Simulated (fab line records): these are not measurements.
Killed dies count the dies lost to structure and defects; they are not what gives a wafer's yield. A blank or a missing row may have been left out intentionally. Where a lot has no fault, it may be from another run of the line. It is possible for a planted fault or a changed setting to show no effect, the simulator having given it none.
fab line records	flow n5-finfet
record: lots: 24	wafers: 72	last-day: 18
route steps=1938 shown BEOL_M12@1654 BEOL_M13@1659 BEOL_M14@1717
lots untouched by any fault: they come from a run of this same line in which no faults occurred
start-h: the number of hours between the record's first day and the start of the first shown wafer of the lot	wait-h: time in hours since the lot's previous step	" the same as in the row above	L1.1+2: a single row standing in for several wafers	- no value, or no start given	* or withheld: withheld	< > ~ a bound
route shown NAME@n: NAME is a module with steps in the file, n the number in the route of the first one	usual: mean and standard deviation over wafers with no fault	same: alike in all rows	chamber/n: place in a boat	sites: readings site by site	_std_site: how widely they spread, as a standard deviation	_edge_site: inner sites' mean taken away from outer sites' mean	radius-mm: how far each site lies from the wafer's centre	mask NAME#n: copy n	behind: the tool/chamber that last shaped the wafer	hold: the reason the lot was held/the length of the hold in hours/how it ended	device: which transistor (n, p or np) failed to switch	end of line: tests of these same wafers at the route's end	for a step that has no rows: nothing shown but its recipe	killed: at the first sort, the dies lost to defects and structure; wafer yield is something else	map: a wafer's dies, marking killed ones x, the rest . and places with no die _
set.NAME: setting as actually run; set.NAME@STEP: the setting as run at that earlier step	model.NAME: the simulator's own value behind a step, which no gauge read
steps of the route over a sample of lots; a table a step, a row a wafer
services: a tool's chamber out of use, with start hour (start-h, from the record's first day; less than 0 if before it), hours out, and reason
== steps ==
step: N5_BEOL_M12_THK_MEAS_50
recipe: thk-meas-gauge: xrf	reads: Cu_of_BEOL_M12_ECD_47
usual: M12_THK: 320/6.2
lot.wafer	tool	chamber	start-h	wait-h	M12_THK[nm]
L075.1	film-metro-01	-	261.07	-	325
L075.2	"	-	"	"	329
L075.6	"	-	"	"	313
L074.3	film-metro-02	-	264.58	-	318
L074.5	"	-	"	"	312
L074.6	"	-	"	"	327
L076.4	film-metro-01	-	278.85	-	324
L076.5	"	-	"	"	314
L076.6	"	-	"	"	316
L077.2	film-metro-01	-	279.84	-	323
L077.5	"	-	"	"	317
L077.6	"	-	"	"	311
L078.3	film-metro-01	-	283.56	-	317
L078.4	"	-	"	"	316
L078.6	"	-	"	"	317
L079.2	film-metro-02	-	284.82	-	313
L079.3	"	-	"	"	323
L079.4	"	-	"	"	315
L080.2	film-metro-01	-	292.90	-	322
L080.5	"	-	"	"	329
L080.6	"	-	"	"	315
L083.3	film-metro-01	-	293.00	-	315
L083.5	"	-	"	"	317
L083.6	"	-	"	"	318
L081.1	film-metro-01	-	313.12	-	331
L081.4	"	-	"	"	330
L081.5	"	-	"	"	319
L084.2	film-metro-01	-	323.74	-	318
L084.3	"	-	"	"	330
L084.5	"	-	"	"	328
L082.1	film-metro-02	-	326.06	-	325
L082.3	"	-	"	"	324
L082.4	"	-	"	"	324
L088.1	film-metro-01	-	326.32	-	321
L088.5	"	-	"	"	323
L088.6	"	-	"	"	332
L085.2	film-metro-02	-	333.33	-	313
L085.3	"	-	"	"	315
L085.4	"	-	"	"	311
L086.1	film-metro-02	-	341.85	-	327
L086.5	"	-	"	"	316
L086.6	"	-	"	"	329
L087.1	film-metro-02	-	342.31	-	307
L087.3	"	-	"	"	321
L087.6	"	-	"	"	319
L089.2	film-metro-01	-	351.64	-	325
L089.5	"	-	"	"	312
L089.6	"	-	"	"	323
L092.1	film-metro-01	-	356.42	-	315
L092.4	"	-	"	"	323
L092.6	"	-	"	"	323
L090.1	film-metro-02	-	359.89	-	325
L090.3	"	-	"	"	315
L090.4	"	-	"	"	324
L091.1	film-metro-01	-	363.87	-	324
L091.2	"	-	"	"	320
L091.3	"	-	"	"	327
L093.1	film-metro-02	-	369.32	-	321
L093.2	"	-	"	"	307
L093.4	"	-	"	"	313
L094.1	film-metro-02	-	372.87	-	315
L094.5	"	-	"	"	314
L094.6	"	-	"	"	319
L095.3	film-metro-02	-	378.70	-	301
L095.5	"	-	"	"	316
L095.6	"	-	"	"	321
L096.1	film-metro-02	-	400.88	-	326
L096.2	"	-	"	"	317
L096.4	"	-	"	"	319
L097.2	film-metro-02	-	406.15	-	314
L097.3	"	-	"	"	316
L097.5	"	-	"	"	311
step: N5_BEOL_M13_ILD_DEP_00
recipe: material: SiOC	target-thk-a: 8379.2	temp-c: 350	precursor: DEMS/O2	pressure-torr: 5	rf-w: 500	time-s: 166.4
usual: heater-power-w: 504/74	showerhead-plenum-p-Torr: 5.695/0.016	showerhead-vpp-V: 1430/98	throttle-valve-pct: 12.1/0.56
lot.wafer	tool	chamber	start-h	wait-h	heater-power-w	showerhead-plenum-p-Torr	showerhead-vpp-V	throttle-valve-pct
L075.1	pecvd-03	1	261.26	0.0	521	5.675	1387	12.6
L075.2	"	0	"	"	567	5.693	1438	12.8
L075.6	"	2	"	"	417	5.707	1510	11.1
L074.3	pecvd-03	1	264.77	0.0	608	5.683	1415	12.4
L074.5	"	0	"	"	628	5.711	1402	12.6
L074.6	"	2	"	"	436	5.693	1495	11.7
L076.4	pecvd-03	0	279.10	0.1	600	5.699	1400	12.9
L076.5	"	1	"	"	503	5.657	1398	12.4
L076.6	"	2	"	"	459	5.701	1527	11.7
L077.2	pecvd-03	2	280.03	0.0	411	5.703	1504	11.5
L077.5	"	0	"	"	646	5.726	1400	13.0
L077.6	"	1	"	"	622	5.675	1377	12.6
L078.3	pecvd-04	1	283.75	0.0	566	5.677	1626	12.2
L078.4	"	1	"	"	443	5.702	1624	12.2
L078.6	"	0	"	"	585	5.715	1552	12.0
L079.2	pecvd-04	2	285.01	0.0	434	5.684	1384	11.2
L079.3	"	0	"	"	558	5.698	1586	11.8
L079.4	"	0	"	"	588	5.715	1557	11.6
L080.2	pecvd-04	2	293.09	0.0	435	5.688	1379	10.9
L080.5	"	1	"	"	560	5.685	1590	12.1
L080.6	"	0	"	"	535	5.703	1563	11.9
L083.3	pecvd-02	2	293.18	0.0	513	5.708	1402	11.4
L083.5	"	0	"	"	497	5.698	1414	12.2
L083.6	"	2	"	"	405	5.703	1406	11.2
L081.1	pecvd-03	2	313.31	0.0	410	5.709	1515	11.4
L081.4	"	0	"	"	585	5.715	1391	12.9
L081.5	"	1	"	"	598	5.666	1379	12.4
L084.2	pecvd-03	0	323.92	0.0	557	5.716	1394	12.7
L084.3	"	1	"	"	632	5.661	1406	12.8
L084.5	"	0	"	"	606	5.698	1386	13.0
L082.1	pecvd-02	0	326.25	0.0	508	5.716	1422	12.0
L082.3	"	2	"	"	498	5.704	1400	11.4
L082.4	"	1	"	"	436	5.690	1258	12.4
L088.1	pecvd-02	1	326.50	0.0	394	5.698	1239	12.7
L088.5	"	0	"	"	518	5.711	1415	12.0
L088.6	"	2	"	"	409	5.692	1398	11.3
L085.2	pecvd-03	0	333.52	0.0	539	5.706	1419	12.6
L085.3	"	1	"	"	589	5.678	1388	12.5
L085.4	"	0	"	"	589	5.709	1394	12.8
L086.1	pecvd-02	0	342.04	0.0	512	5.721	1431	12.0
L086.5	"	2	"	"	506	5.700	1408	11.3
L086.6	"	1	"	"	420	5.709	1244	12.7
L087.1	pecvd-02	0	342.49	0.0	488	5.710	1402	11.8
L087.3	"	1	"	"	373	5.699	1254	12.6
L087.6	"	0	"	"	519	5.711	1421	12.2
L089.2	pecvd-02	1	351.82	0.0	476	5.697	1246	12.9
L089.5	"	0	"	"	545	5.700	1407	11.9
L089.6	"	2	"	"	507	5.698	1391	11.6
L092.1	pecvd-03	0	356.61	0.0	602	5.710	1362	13.0
L092.4	"	0	"	"	647	5.716	1432	12.6
L092.6	"	2	"	"	469	5.698	1510	11.6
L090.1	pecvd-03	2	360.08	0.0	395	5.694	1527	11.6
L090.3	"	1	"	"	617	5.672	1404	12.6
L090.4	"	0	"	"	528	5.699	1384	12.5
L091.1	pecvd-04	1	364.06	0.0	561	5.686	1592	12.0
L091.2	"	0	"	"	581	5.714	1566	12.0
L091.3	"	2	"	"	416	5.697	1374	11.3
L093.1	pecvd-02	2	369.50	0.0	469	5.681	1410	11.4
L093.2	"	1	"	"	416	5.702	1275	12.7
L093.4	"	1	"	"	455	5.700	1256	12.5
L094.1	pecvd-04	1	373.06	0.0	499	5.692	1612	11.8
L094.5	"	2	"	"	461	5.669	1383	11.2
L094.6	"	0	"	"	540	5.701	1581	11.7
L095.3	pecvd-04	0	378.89	0.0	514	5.698	1556	11.7
L095.5	"	2	"	"	487	5.692	1390	11.1
L095.6	"	1	"	"	556	5.710	1610	11.9
L096.1	pecvd-03	0	401.07	0.0	628	5.703	1398	12.7
L096.2	"	1	"	"	542	5.669	1401	12.7
L096.4	"	2	"	"	363	5.707	1524	11.9
L097.2	pecvd-02	1	406.37	0.0	460	5.698	1241	12.8
L097.3	"	0	"	"	493	5.706	1387	12.1
L097.5	"	2	"	"	482	5.697	1402	11.5
step: N5_BEOL_M13_CD_MEAS_10
recipe: target-cd-nm: 190	landing-energy-ev: 500	detector: se-inlens	polarity: opening
usual: cd-nm: 189.8/1.4
lot.wafer	tool	chamber	start-h	wait-h	cd-nm
L075.1	cd-sem-02	0	261.72	-	189.3
L075.2	"	0	"	"	189.9
L075.6	"	0	"	"	191.3
L074.3	cd-sem-03	0	265.24	-	189.7
L074.5	"	0	"	"	189.9
L074.6	"	0	"	"	190.3
L076.4	cd-sem-01	0	280.61	-	192.1
L076.5	"	0	"	"	191.8
L076.6	"	0	"	"	193.0
L077.2	cd-sem-02	0	280.64	-	191.6
L077.5	"	0	"	"	190.5
L077.6	"	0	"	"	190.8
L078.3	cd-sem-02	0	284.22	-	189.1
L078.4	"	0	"	"	189.9
L078.6	"	0	"	"	189.7
L079.2	cd-sem-01	0	285.46	-	191.0
L079.3	"	0	"	"	192.0
L079.4	"	0	"	"	190.8
L080.2	cd-sem-01	0	293.54	-	190.0
L080.5	"	0	"	"	191.0
L080.6	"	0	"	"	190.0
L083.3	cd-sem-02	0	293.77	-	190.2
L083.5	"	0	"	"	189.2
L083.6	"	0	"	"	188.9
L081.1	cd-sem-03	0	313.76	-	188.1
L081.4	"	0	"	"	189.1
L081.5	"	0	"	"	187.0
L084.2	cd-sem-03	0	324.50	-	191.5
L084.3	"	0	"	"	189.2
L084.5	"	0	"	"	190.2
L082.1	cd-sem-01	0	326.70	-	190.2
L082.3	"	0	"	"	189.7
L082.4	"	0	"	"	190.3
L088.1	cd-sem-03	0	327.08	-	188.6
L088.5	"	0	"	"	188.0
L088.6	"	0	"	"	189.1
L085.2	cd-sem-02	0	334.10	-	190.9
L085.3	"	0	"	"	191.7
L085.4	"	0	"	"	189.7
L086.1	cd-sem-03	0	342.61	-	190.5
L086.5	"	0	"	"	189.7
L086.6	"	0	"	"	189.8
L087.1	cd-sem-02	0	342.95	-	190.5
L087.3	"	0	"	"	190.2
L087.6	"	0	"	"	189.0
L089.2	cd-sem-02	0	352.40	-	190.3
L089.5	"	0	"	"	191.2
L089.6	"	0	"	"	191.5
L092.1	cd-sem-03	0	357.06	-	189.3
L092.4	"	0	"	"	189.3
L092.6	"	0	"	"	190.8
L090.1	cd-sem-01	0	360.66	-	190.5
L090.3	"	0	"	"	188.7
L090.4	"	0	"	"	189.8
L091.1	cd-sem-03	0	364.52	-	191.5
L091.2	"	0	"	"	191.0
L091.3	"	0	"	"	188.7
L093.1	cd-sem-02	0	370.08	-	187.2
L093.2	"	0	"	"	187.9
L093.4	"	0	"	"	188.7
L094.1	cd-sem-03	0	373.51	-	188.1
L094.5	"	0	"	"	186.6
L094.6	"	0	"	"	189.4
L095.3	cd-sem-03	0	379.47	-	189.5
L095.5	"	0	"	"	189.2
L095.6	"	0	"	"	187.0
L096.1	cd-sem-03	0	401.52	-	187.9
L096.2	"	0	"	"	187.5
L096.4	"	0	"	"	188.4
L097.2	cd-sem-01	0	406.82	-	188.7
L097.3	"	0	"	"	187.7
L097.5	"	0	"	"	187.0
step: N5_BEOL_M13_THK_MEAS_50
recipe: thk-meas-gauge: xrf	reads: Cu_of_BEOL_M13_ECD_47
usual: M13_THK: 423/7.5
lot.wafer	tool	chamber	start-h	wait-h	M13_THK[nm]
L075.1	film-metro-02	-	270.36	-	424
L075.2	"	-	"	"	432
L075.6	"	-	"	"	423
L074.3	film-metro-02	-	276.43	-	433
L074.5	"	-	"	"	423
L074.6	"	-	"	"	431
L076.4	film-metro-02	-	285.88	-	431
L076.5	"	-	"	"	424
L076.6	"	-	"	"	415
L077.2	film-metro-02	-	286.15	-	422
L077.5	"	-	"	"	434
L077.6	"	-	"	"	433
L078.3	film-metro-02	-	291.34	-	415
L078.4	"	-	"	"	430
L078.6	"	-	"	"	414
L079.2	film-metro-02	-	291.61	-	427
L079.3	"	-	"	"	426
L079.4	"	-	"	"	430
L080.2	film-metro-01	-	299.09	-	424
L080.5	"	-	"	"	421
L080.6	"	-	"	"	406
L083.3	film-metro-01	-	299.73	-	432
L083.5	"	-	"	"	432
L083.6	"	-	"	"	420
L081.1	film-metro-02	-	318.33	-	426
L081.4	"	-	"	"	415
L081.5	"	-	"	"	419
L084.2	film-metro-01	-	329.68	-	428
L084.3	"	-	"	"	421
L084.5	"	-	"	"	425
L082.1	film-metro-02	-	331.83	-	420
L082.3	"	-	"	"	416
L082.4	"	-	"	"	410
L088.1	film-metro-02	-	332.77	-	426
L088.5	"	-	"	"	420
L088.6	"	-	"	"	426
L085.2	film-metro-01	-	338.79	-	416
L085.3	"	-	"	"	402
L085.4	"	-	"	"	421
L086.1	film-metro-02	-	346.89	-	431
L086.5	"	-	"	"	422
L086.6	"	-	"	"	412
L087.1	film-metro-01	-	347.99	-	425
L087.3	"	-	"	"	421
L087.6	"	-	"	"	418
L089.2	film-metro-01	-	357.08	-	427
L089.5	"	-	"	"	408
L089.6	"	-	"	"	432
L092.1	film-metro-02	-	360.62	-	426
L092.4	"	-	"	"	423
L092.6	"	-	"	"	408
L090.1	film-metro-02	-	364.70	-	430
L090.3	"	-	"	"	419
L090.4	"	-	"	"	410
L091.1	film-metro-02	-	368.27	-	417
L091.2	"	-	"	"	436
L091.3	"	-	"	"	429
L093.1	film-metro-01	-	375.49	-	429
L093.2	"	-	"	"	423
L093.4	"	-	"	"	431
L094.1	film-metro-01	-	379.04	-	439
L094.5	"	-	"	"	434
L094.6	"	-	"	"	429
L095.3	film-metro-02	-	384.03	-	415
L095.5	"	-	"	"	430
L095.6	"	-	"	"	431
L096.1	film-metro-02	-	405.88	-	426
L096.2	"	-	"	"	422
L096.4	"	-	"	"	431
L097.2	film-metro-02	-	412.62	-	419
L097.3	"	-	"	"	417
L097.5	"	-	"	"	413
step: N5_BEOL_M14_THK_MEAS_01
recipe: reads: SiO2_of_BEOL_M14_ILD_DEP_00
usual: M14_ILD_THK: 1120/16
lot.wafer	tool	chamber	start-h	wait-h	M14_ILD_THK[nm]
L075.1	film-metro-01	-	270.75	0.1	1096
L075.2	"	-	"	"	1136
L075.6	"	-	"	"	1124
L074.3	film-metro-01	-	276.81	0.1	1110
L074.5	"	-	"	"	1120
L074.6	"	-	"	"	1119
L076.4	film-metro-01	-	286.26	0.0	1118
L076.5	"	-	"	"	1127
L076.6	"	-	"	"	1124
L077.2	film-metro-02	-	286.53	0.1	1121
L077.5	"	-	"	"	1131
L077.6	"	-	"	"	1111
L078.3	film-metro-02	-	291.72	0.1	1130
L078.4	"	-	"	"	1125
L078.6	"	-	"	"	1145
L079.2	film-metro-02	-	291.99	0.1	1109
L079.3	"	-	"	"	1131
L079.4	"	-	"	"	1134
L080.2	film-metro-01	-	299.55	0.2	1074
L080.5	"	-	"	"	1117
L080.6	"	-	"	"	1136
L083.3	film-metro-01	-	300.19	0.1	1139
L083.5	"	-	"	"	1111
L083.6	"	-	"	"	1143
L081.1	film-metro-01	-	318.79	0.2	1103
L081.4	"	-	"	"	1126
L081.5	"	-	"	"	1124
L084.2	film-metro-01	-	330.06	0.1	1119
L084.3	"	-	"	"	1104
L084.5	"	-	"	"	1134
L082.1	film-metro-02	-	332.21	0.1	1125
L082.3	"	-	"	"	1091
L082.4	"	-	"	"	1138
L088.1	film-metro-02	-	333.16	0.1	1141
L088.5	"	-	"	"	1137
L088.6	"	-	"	"	1141
L085.2	film-metro-02	-	339.18	0.1	1094
L085.3	"	-	"	"	1117
L085.4	"	-	"	"	1136
L086.1	film-metro-02	-	347.28	0.1	1108
L086.5	"	-	"	"	1133
L086.6	"	-	"	"	1100
L087.1	film-metro-01	-	348.37	0.1	1129
L087.3	"	-	"	"	1124
L087.6	"	-	"	"	1165
L089.2	film-metro-01	-	357.46	0.1	1099
L089.5	"	-	"	"	1125
L089.6	"	-	"	"	1095
L092.1	film-metro-01	-	361.00	0.1	1106
L092.4	"	-	"	"	1134
L092.6	"	-	"	"	1122
L090.1	film-metro-01	-	365.08	0.1	1119
L090.3	"	-	"	"	1116
L090.4	"	-	"	"	1147
L091.1	film-metro-01	-	368.65	0.1	1108
L091.2	"	-	"	"	1103
L091.3	"	-	"	"	1105
L093.1	film-metro-02	-	375.87	0.1	1100
L093.2	"	-	"	"	1094
L093.4	"	-	"	"	1114
L094.1	film-metro-01	-	379.42	0.1	1111
L094.5	"	-	"	"	1106
L094.6	"	-	"	"	1121
L095.3	film-metro-02	-	384.44	0.1	1109
L095.5	"	-	"	"	1121
L095.6	"	-	"	"	1135
L096.1	film-metro-02	-	406.27	0.1	1107
L096.2	"	-	"	"	1102
L096.4	"	-	"	"	1124
L097.2	film-metro-02	-	413.00	0.1	1110
L097.3	"	-	"	"	1122
L097.5	"	-	"	"	1119
step: N5_BEOL_M14_DESCUM_15
recipe: chemistry: O2	time-s: 7.9	source-power-w: 50	bias-power-w: 20	pressure-mtorr: 20	rf-frequency-hz: 2.712e+07	temp-c: 40	o2-flow-sccm: 225
usual: chamber-pressure-mTorr: 19.998/0.018	drypump-motor-current-A: 5.7/0.38	oes-product-au: 0.82/0.095	rf-vpp-V: 243.4/1.5	showerhead-plenum-p-Torr: 2.11/0.081	throttle-valve-pct: 20.44/0.21
lot.wafer	tool	chamber	start-h	wait-h	chamber-pressure-mTorr	drypump-motor-current-A	oes-product-au	rf-hours-counter-h	rf-vpp-V	showerhead-plenum-p-Torr	throttle-valve-pct
L075.1	rie-diel-03	0	271.52	0.4	19.991	5.4	0.70	213	240.9	2.01	20.61
L075.2	"	3	"	"	19.989	6.6	0.78	107	245.7	2.19	20.25
L075.6	"	1	"	"	19.972	5.7	0.94	-	242.3	2.13	20.37
L074.3	rie-diel-03	2	277.21	0.0	20.009	5.7	0.87	46	245.7	2.21	20.41
L074.5	"	0	"	"	20.003	5.4	0.71	-	240.9	2.01	20.63
L074.6	"	3	"	"	20.025	6.6	0.78	-	246.3	2.19	20.27
L076.4	rie-diel-03	3	286.78	0.0	19.991	6.6	0.78	113	244.7	2.19	20.27
L076.5	"	2	"	"	20.021	5.7	0.86	-	244.9	2.21	20.39
L076.6	"	3	"	"	19.984	6.6	0.78	-	245.4	2.19	20.27
L077.2	rie-diel-01	0	287.05	0.0	19.997	5.5	0.71	216	244.2	2.14	20.40
L077.5	"	3	"	"	19.984	5.5	0.69	-	244.3	2.07	20.59
L077.6	"	0	"	"	19.973	5.5	0.70	-	243.8	2.14	20.40
L078.3	rie-diel-01	3	292.24	0.0	19.991	5.5	0.70	237	242.4	2.07	20.59
L078.4	"	0	"	"	19.990	5.5	0.70	-	242.8	2.14	20.40
L078.6	"	2	"	"	19.975	5.9	0.66	-	242.7	2.06	20.66
L079.2	rie-diel-01	3	292.59	0.1	19.965	5.5	0.71	237	242.8	2.07	20.59
L079.3	"	2	"	"	19.988	5.8	0.67	247	243.7	2.06	20.66
L079.4	"	3	"	"	19.982	5.5	0.71	-	242.2	2.07	20.59
L080.2	rie-diel-01	0	300.07	0.0	20.010	5.5	0.70	222	242.8	2.14	20.42
L080.5	"	3	"	"	19.981	5.5	0.70	-	242.2	2.07	20.60
L080.6	"	1	"	"	20.011	5.3	1.00	-	245.9	2.26	20.77
L083.3	rie-diel-03	2	300.59	0.0	19.971	5.7	0.87	55	244.0	2.21	20.44
L083.5	"	0	"	"	19.981	5.3	0.71	-	240.9	2.00	20.62
L083.6	"	1	"	"	20.023	5.7	0.93	-	244.1	2.13	20.39
L081.1	rie-diel-06	2	319.19	0.0	20.017	5.3	0.89	42	244.0	2.14	20.36
L081.4	"	0	"	"	20.033	6.5	0.73	177	241.7	2.01	20.59
L081.5	"	3	"	"	20.004	5.5	0.82	-	242.7	2.01	20.55
L084.2	rie-diel-06	1	330.45	0.0	20.007	5.5	0.85	65	241.4	2.01	19.95
L084.3	"	0	"	"	19.979	6.5	0.73	181	241.4	2.01	20.61
L084.5	"	2	"	"	20.000	5.4	0.89	-	243.1	2.14	20.35
L082.1	rie-diel-06	1	332.65	0.1	19.970	5.4	0.84	66	241.6	2.01	19.97
L082.3	"	0	"	"	20.009	6.5	0.72	182	243.2	2.00	20.60
L082.4	"	2	"	"	19.989	5.4	0.88	47	246.3	2.14	20.37
L088.1	rie-diel-06	3	333.68	0.0	19.988	5.5	0.81	78	241.5	2.01	20.59
L088.5	"	1	"	"	19.996	5.5	0.84	-	242.6	2.01	19.96
L088.6	"	0	"	"	20.009	6.5	0.72	-	240.0	2.00	20.61
L085.2	rie-diel-03	2	339.70	0.0	19.996	5.7	0.83	70	245.4	2.20	20.44
L085.3	"	3	"	"	20.021	6.6	0.76	133	244.2	2.18	20.28
L085.4	"	2	"	"	19.970	5.7	0.84	-	243.8	2.20	20.46
L086.1	rie-diel-03	3	347.68	0.0	19.988	6.6	0.76	136	243.9	2.18	20.30
L086.5	"	1	"	"	20.004	5.7	0.89	-	243.2	2.12	20.44
L086.6	"	0	"	"	20.013	5.4	0.69	-	241.3	2.00	20.67
L087.1	rie-diel-01	2	349.13	0.4	19.999	5.8	0.92	10	243.1	2.06	20.21
L087.3	"	1	"	"	19.998	5.3	0.92	-	245.4	2.25	20.79
L087.6	"	1	"	"	20.019	5.3	0.93	-	246.0	2.25	20.79
L089.2	rie-diel-01	1	358.01	0.2	19.972	5.4	0.90	30	244.7	2.24	20.80
L089.5	"	2	"	"	20.019	5.8	0.91	-	241.7	2.06	20.23
L089.6	"	1	"	"	19.963	5.4	0.91	-	243.1	2.24	20.81
L092.1	rie-diel-01	2	361.40	0.0	20.044	5.8	0.89	16	243.1	2.05	20.23
L092.4	"	3	"	"	20.001	5.5	0.93	-	244.3	2.06	20.21
L092.6	"	2	"	"	20.015	5.8	0.90	-	243.8	2.05	20.23
L090.1	rie-diel-01	1	365.83	0.3	20.021	5.3	0.90	31	244.6	2.24	20.81
L090.3	"	2	"	"	20.002	5.8	0.90	19	244.3	2.05	20.23
L090.4	"	0	"	"	19.968	5.5	0.69	249	243.8	2.13	20.47
L091.1	rie-diel-03	2	369.17	0.0	20.005	5.7	0.82	81	246.4	2.20	20.48
L091.2	"	1	"	"	19.990	5.6	0.90	50	243.7	2.12	20.43
L091.3	"	3	"	"	20.025	6.6	0.74	144	244.4	2.18	20.31
L093.1	rie-diel-01	1	376.26	0.0	19.992	5.3	0.90	36	245.6	2.24	20.80
L093.2	"	2	"	"	19.993	5.8	0.88	23	242.4	2.05	20.25
L093.4	"	1	"	"	20.011	5.4	0.90	-	244.7	2.24	20.81
L094.1	rie-diel-01	1	379.94	0.0	20.001	5.4	0.89	37	245.2	2.24	20.80
L094.5	"	2	"	"	20.021	5.8	0.89	-	242.8	2.05	20.26
L094.6	"	3	"	"	20.008	5.5	0.92	-	242.7	2.06	20.22
L095.3	rie-diel-01	2	384.93	0.1	20.007	5.8	0.88	27	242.1	2.05	20.25
L095.5	"	1	"	"	19.983	5.3	0.90	-	245.0	2.24	20.80
L095.6	"	2	"	"	20.005	5.8	0.87	-	242.0	2.05	20.25
L096.1	rie-diel-03	0	406.79	0.0	20.020	5.3	0.96	6	245.0	2.26	20.35
L096.2	"	2	"	"	19.997	5.7	0.80	94	243.2	2.19	20.47
L096.4	"	1	"	"	19.972	5.6	0.86	62	243.9	2.12	20.45
L097.2	rie-diel-01	2	413.52	0.0	19.993	5.8	0.86	36	242.3	2.05	20.28
L097.3	"	3	"	"	19.984	5.5	0.89	22	242.1	2.06	20.25
L097.5	"	1	"	"	19.988	5.4	0.88	-	244.4	2.24	20.82
== services ==
tool	chamber	start-h	hours	kind
rie-diel-06	2	254.76	7.2	repair
rie-diel-01	1	275.60	-	clean
rie-diel-01	1	275.60	-	consumable-replace:focus-ring
rie-diel-01	1	275.60	-	consumable-replace:showerhead
rie-diel-01	1	275.60	19.0	scheduled-down
rie-diel-01	1	275.60	19.0	vent-cycle
rie-diel-01	2	299.41	-	clean
rie-diel-01	2	299.41	-	consumable-replace:focus-ring
rie-diel-01	2	299.41	30.5	scheduled-down
rie-diel-01	2	299.41	30.5	vent-cycle
rie-diel-01	3	329.94	-	clean
rie-diel-01	3	329.94	-	consumable-replace:focus-ring
rie-diel-01	3	329.94	26.7	scheduled-down
rie-diel-01	3	329.94	26.7	vent-cycle
rie-diel-03	1	331.23	10.9	repair
rie-diel-01	0	343.61	9.4	repair
rie-diel-01	1	360.24	5.1	repair
rie-diel-06	-	364.60	2.4	repair
rie-diel-01	0	368.97	-	clean
rie-diel-01	0	368.97	-	consumable-replace:focus-ring
rie-diel-01	0	368.97	21.8	scheduled-down
rie-diel-01	0	368.97	21.8	vent-cycle
pecvd-03	2	381.38	5.5	scheduled-down
pecvd-02	-	396.33	0.6	repair
== key ==
fault none
